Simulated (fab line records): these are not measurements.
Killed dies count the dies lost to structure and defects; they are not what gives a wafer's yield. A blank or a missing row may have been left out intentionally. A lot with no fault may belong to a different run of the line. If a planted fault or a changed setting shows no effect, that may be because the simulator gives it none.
Which tool did it? / flow n5_finfet / 11 lots, 33 wafers sampled, at 4 steps of a route of 1938

== WHAT EACH GAUGE READ, for each wafer ==
N5_BEOL_M15_CD_MEAS_28: the cd target is 407.6 nm. Usual: cd_nm at 407.0 nm, with a standard deviation of 1.6.
lot=L730; measured=day 12 08:04; on=cd_sem-01; cd_nm (nm)=408.8 409.1 408.4; flag=
lot=L731; measured=day 12 09:12; on=cd_sem-03; cd_nm (nm)=407.2 405.4 408.8; flag=
lot=L735; measured=day 15 15:45; on=cd_sem-02; cd_nm (nm)=406.0 407.2 406.2; flag=
lot=L740; measured=day 17 04:10; on=cd_sem-01; cd_nm (nm)=407.9 406.1 410.3; flag=
lot=L743; measured=day 17 05:19; on=cd_sem-02; cd_nm (nm)=411.2 409.0 409.3; flag=
lot=L745; measured=day 17 10:01; on=cd_sem-01; cd_nm (nm)=404.8 405.8 407.8; flag=
lot=L746; measured=day 17 21:17; on=cd_sem-02; cd_nm (nm)=408.1 408.1 406.9; flag=
lot=L744; measured=day 18 20:02; on=cd_sem-02; cd_nm (nm)=405.5 404.2 405.9; flag=
lot=L751; measured=day 18 21:37; on=cd_sem-03; cd_nm (nm)=404.3 405.6 407.4; flag=
lot=L752; measured=day 19 04:35; on=cd_sem-01; cd_nm (nm)=411.7 408.0 409.8; flag=
lot=L753; measured=day 19 11:30; on=cd_sem-02; cd_nm (nm)=406.9 408.6 408.4; flag=

N5_BEOL_M15_OVL_MEAS_29. Usual: M15_OVL gives 2 nm (standard deviation 4.5).
lot=L730; measured=day 12 08:06; on=overlay-01; M15_OVL (nm)=4 7 -2; flag=
lot=L731; measured=day 12 09:14; on=overlay-02; M15_OVL (nm)=4 2 2; flag=
lot=L735; measured=day 15 15:47; on=overlay-02; M15_OVL (nm)=8 1 1; flag=
lot=L740; measured=day 17 04:12; on=overlay-02; M15_OVL (nm)=-2 4 -3; flag=
lot=L743; measured=day 17 05:21; on=overlay-02; M15_OVL (nm)=116 125 124; flag=OFF
lot=L745; measured=day 17 10:03; on=overlay-01; M15_OVL (nm)=111 119 114; flag=OFF
lot=L746; measured=day 17 21:19; on=overlay-01; M15_OVL (nm)=1 1 6; flag=
lot=L744; measured=day 18 20:04; on=overlay-01; M15_OVL (nm)=109 107 108; flag=OFF
lot=L751; measured=day 18 21:39; on=overlay-02; M15_OVL (nm)=-2 0 3; flag=
lot=L752; measured=day 19 04:37; on=overlay-01; M15_OVL (nm)=5 0 4; flag=
lot=L753; measured=day 19 11:32; on=overlay-01; M15_OVL (nm)=6 10 4; flag=

== WHICH TOOL RAN EACH LOT (tool, then ch and the chambers of the sampled wafers, then the start) ==
lot=L730; N5_BEOL_M15_ETCH_59=rie_diel-06 ch 0,1,3, day 12 06:43; N5_BEOL_M15_EXPOSE_25=krf_scanner-02 ch 0, day 12 07:54
lot=L731; N5_BEOL_M15_ETCH_59=rie_diel-06 ch 0,1,2, day 12 07:49; N5_BEOL_M15_EXPOSE_25=krf_scanner-02 ch 0, day 12 09:02
lot=L735; N5_BEOL_M15_ETCH_59=rie_diel-04 ch 0,1,2, day 15 14:24; N5_BEOL_M15_EXPOSE_25=krf_scanner-02 ch 0, day 15 15:35
lot=L740; N5_BEOL_M15_ETCH_59=rie_diel-04 ch 0,1,2, day 17 02:40; N5_BEOL_M15_EXPOSE_25=krf_scanner-02 ch 0, day 17 04:00
lot=L743; N5_BEOL_M15_ETCH_59=rie_diel-04 ch 1,2, day 17 03:56; N5_BEOL_M15_EXPOSE_25=krf_scanner-02 ch 0, day 17 05:09
lot=L745; N5_BEOL_M15_ETCH_59=rie_diel-06 ch 1,3, day 17 08:31; N5_BEOL_M15_EXPOSE_25=krf_scanner-02 ch 0, day 17 09:51
lot=L746; N5_BEOL_M15_ETCH_59=rie_diel-02 ch 0,1,3, day 17 19:35; N5_BEOL_M15_EXPOSE_25=krf_scanner-01 ch 0, day 17 21:07
lot=L744; N5_BEOL_M15_ETCH_59=rie_diel-06 ch 0,1,2, day 18 18:41; N5_BEOL_M15_EXPOSE_25=krf_scanner-02 ch 0, day 18 19:52
lot=L751; N5_BEOL_M15_ETCH_59=rie_diel-06 ch 0,3, day 18 20:09; N5_BEOL_M15_EXPOSE_25=krf_scanner-01 ch 0, day 18 21:28
lot=L752; N5_BEOL_M15_ETCH_59=rie_diel-06 ch 0,1,2, day 19 03:07; N5_BEOL_M15_EXPOSE_25=krf_scanner-01 ch 0, day 19 04:25
lot=L753; N5_BEOL_M15_ETCH_59=rie_diel-02 ch 1,2,3, day 19 10:02; N5_BEOL_M15_EXPOSE_25=krf_scanner-01 ch 0, day 19 11:20
- N5_BEOL_M15_ETCH_59: etches BARC in N2/H2, target depth 89 nm, overetch 26.7 nm, time 67.9 s.
- N5_BEOL_M15_EXPOSE_25: exposes mask M15, target cd 400 nm.

== AS READ BY THE TOOLS THEMSELVES (means over the sampled wafers that have a number; for cases with no such wafer, the mark the record gives instead) ==
N5_BEOL_M15_ETCH_59. Usual: drypump_motor_current_A 5.5 A, standard deviation 0.34; oes_product_au 0.71 a.u., standard deviation 0.086; rf_vpp_V 523.1 V, standard deviation 2.7; showerhead_plenum_p_Torr 2.52 Torr, standard deviation 0.093; throttle_valve_pct 17.79 %, standard deviation 0.24.
lot=L730; tool=rie_diel-06; drypump_motor_current_A (A)=5.3; oes_product_au (a.u.)=0.65; rf_vpp_V (V)=520.9; showerhead_plenum_p_Torr (Torr)=2.43; throttle_valve_pct (%)=17.85; flag=
lot=L731; tool=rie_diel-06; drypump_motor_current_A (A)=5.2; oes_product_au (a.u.)=0.64; rf_vpp_V (V)=522.9; showerhead_plenum_p_Torr (Torr)=2.50; throttle_valve_pct (%)=17.80; flag=
lot=L735; tool=rie_diel-04; drypump_motor_current_A (A)=5.7; oes_product_au (a.u.)=0.70; rf_vpp_V (V)=525.7; showerhead_plenum_p_Torr (Torr)=2.61; throttle_valve_pct (%)=17.91; flag=
lot=L740; tool=rie_diel-04; drypump_motor_current_A (A)=5.8; oes_product_au (a.u.)=0.68; rf_vpp_V (V)=524.7; showerhead_plenum_p_Torr (Torr)=2.61; throttle_valve_pct (%)=17.92; flag=
lot=L743; tool=rie_diel-04; drypump_motor_current_A (A)=5.9; oes_product_au (a.u.)=0.70; rf_vpp_V (V)=528.0; showerhead_plenum_p_Torr (Torr)=2.68; throttle_valve_pct (%)=17.97; flag=
lot=L745; tool=rie_diel-06; drypump_motor_current_A (A)=5.5; oes_product_au (a.u.)=0.66; rf_vpp_V (V)=522.8; showerhead_plenum_p_Torr (Torr)=2.50; throttle_valve_pct (%)=17.95; flag=
lot=L746; tool=rie_diel-02; drypump_motor_current_A (A)=5.7; oes_product_au (a.u.)=0.72; rf_vpp_V (V)=522.6; showerhead_plenum_p_Torr (Torr)=2.49; throttle_valve_pct (%)=17.79; flag=
lot=L744; tool=rie_diel-06; drypump_motor_current_A (A)=5.3; oes_product_au (a.u.)=0.74; rf_vpp_V (V)=524.2; showerhead_plenum_p_Torr (Torr)=2.59; throttle_valve_pct (%)=17.59; flag=
lot=L751; tool=rie_diel-06; drypump_motor_current_A (A)=5.2; oes_product_au (a.u.)=0.61; rf_vpp_V (V)=520.5; showerhead_plenum_p_Torr (Torr)=2.42; throttle_valve_pct (%)=18.11; flag=
lot=L752; tool=rie_diel-06; drypump_motor_current_A (A)=5.3; oes_product_au (a.u.)=0.73; rf_vpp_V (V)=525.1; showerhead_plenum_p_Torr (Torr)=2.59; throttle_valve_pct (%)=17.60; flag=
lot=L753; tool=rie_diel-02; drypump_motor_current_A (A)=5.8; oes_product_au (a.u.)=0.72; rf_vpp_V (V)=521.1; showerhead_plenum_p_Torr (Torr)=2.46; throttle_valve_pct (%)=17.73; flag=

== THE ANSWER, worked out from the rows above alone ==
Rule: a lot is off if the mean of its wafers that have a number lies more than 3 standard deviations from the usual mean. Also off: a lot with no number at a reading for which 4 or more lots have one. Any other lot the step has rows for is counted as sound. After the gauges, taken in route order, come the tools' own readings; for these a lot's mean is taken, as printed above. The first step at which some lot is off is used, and at that step the reading that is off furthest; a lot without a number counts as furthest.
Off: at N5_BEOL_M15_OVL_MEAS_29 (M15_OVL), L743, L745, L744.
A tool fits if, at a process step before that reading, it ran every lot that is off, and no sound lot after the first of them. The gauges at N5_BEOL_M15_OVL_MEAS_29 are tried like those tools. One fits: N5_BEOL_M15_EXPOSE_25 on krf_scanner-02. Its last sound lot is L740 (day 17 04:00), its first lot that is off L743 (day 17 05:09): a fault that began between those two fits.

== WHAT WAS PUT IN BY THE SIMULATOR ==
Scanner matching overlay: krf_scanner-02, from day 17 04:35 on, at N5_BEOL_M15_EXPOSE_25. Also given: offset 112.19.
Lots struck among those shown: L743, L745, L744. The rule given above showed the same thing.
